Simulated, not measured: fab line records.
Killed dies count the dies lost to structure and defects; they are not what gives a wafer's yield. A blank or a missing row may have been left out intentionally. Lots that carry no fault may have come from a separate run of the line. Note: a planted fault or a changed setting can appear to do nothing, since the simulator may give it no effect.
Chamber matching || flow n5 finfet || N5_BEOL_M7_CURE_75 on uv cure-03: 3 sister chambers
The step cures SiCOH lowk, time 120 s. 6 wafers are shown with their chamber, then 11 later ones without.

== WAFERS, EACH WITH ITS CHAMBER ==
{"wafer": "L079.3", "chamber": 2, "wafer_temp_C_max": 372.1, "lamp power pct (%)": 52.26}
{"wafer": "L079.4", "chamber": 2, "wafer_temp_C_max": 372.1, "lamp power pct (%)": 52.35}
{"wafer": "L085.3", "chamber": 1, "wafer_temp_C_max": 372.5, "lamp power pct (%)": 52.32}
{"wafer": "L085.6", "chamber": 1, "wafer_temp_C_max": 372.6, "lamp power pct (%)": 52.30}
{"wafer": "L089.3", "chamber": 0, "wafer_temp_C_max": 372.2, "lamp power pct (%)": 52.20}
{"wafer": "L089.4", "chamber": 0, "wafer_temp_C_max": 372.2, "lamp power pct (%)": 52.23}

== WAFERS WHOSE CHAMBER IS MISSING ==
{"wafer": "L089.5", "wafer_temp_C_max": 372.4, "lamp power pct (%)": 52.36}
{"wafer": "L089.6", "wafer_temp_C_max": 372.1, "lamp power pct (%)": 52.34}
{"wafer": "L087.1", "wafer_temp_C_max": 371.9, "lamp power pct (%)": 52.45}
{"wafer": "L087.2", "wafer_temp_C_max": 373.8, "lamp power pct (%)": 52.27}
{"wafer": "L087.3", "wafer_temp_C_max": 372.7, "lamp power pct (%)": 52.26}
{"wafer": "L091.1", "wafer_temp_C_max": 371.8, "lamp power pct (%)": 52.40}
{"wafer": "L091.3", "wafer_temp_C_max": 371.8, "lamp power pct (%)": 52.32}
{"wafer": "L091.6", "wafer_temp_C_max": 371.9, "lamp power pct (%)": 52.35}
{"wafer": "L096.3", "wafer_temp_C_max": 371.9, "lamp power pct (%)": 52.42}
{"wafer": "L096.4", "wafer_temp_C_max": 372.6, "lamp power pct (%)": 52.28}
{"wafer": "L096.6", "wafer_temp_C_max": 372.2, "lamp power pct (%)": 52.31}

== CHAMBER TAKEN BY EACH ==
{"wafer": "L089.5", "from the rows above": 1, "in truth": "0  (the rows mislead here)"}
{"wafer": "L089.6", "from the rows above": 2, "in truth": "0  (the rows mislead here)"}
{"wafer": "L087.1", "from the rows above": 2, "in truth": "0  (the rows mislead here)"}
{"wafer": "L087.2", "from the rows above": 1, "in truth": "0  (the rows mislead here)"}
{"wafer": "L087.3", "from the rows above": 1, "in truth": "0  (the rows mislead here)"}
{"wafer": "L091.1", "from the rows above": 2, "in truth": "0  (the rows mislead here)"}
{"wafer": "L091.3", "from the rows above": 2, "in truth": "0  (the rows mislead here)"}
{"wafer": "L091.6", "from the rows above": 2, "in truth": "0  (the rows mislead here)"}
{"wafer": "L096.3", "from the rows above": 2, "in truth": 2}
{"wafer": "L096.4", "from the rows above": 1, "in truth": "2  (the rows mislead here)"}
{"wafer": "L096.6", "from the rows above": "can't be placed: 0 or 2", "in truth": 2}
Placed correctly: 1 of 11. Cannot be placed on the basis of these rows: 1; the candidates contain the true chamber in 1. Number placed wrongly: 9.
How it was worked out, from the rows above alone: a wafer's distance from a chamber is the root of the sum, over the readings, of the square of ((its reading less the chamber's mean) divided by the reading's scatter). If the next closest chamber is less than 2 further off than the closest, the wafer can't be placed; otherwise it belongs to the closest. For every chamber, the mean is computed from those of its wafers that are shown. How the scatter is found: for the shown wafers, subtract from each reading the mean of its chamber, square and add these, divide the total by (wafers less chambers), then take the root.
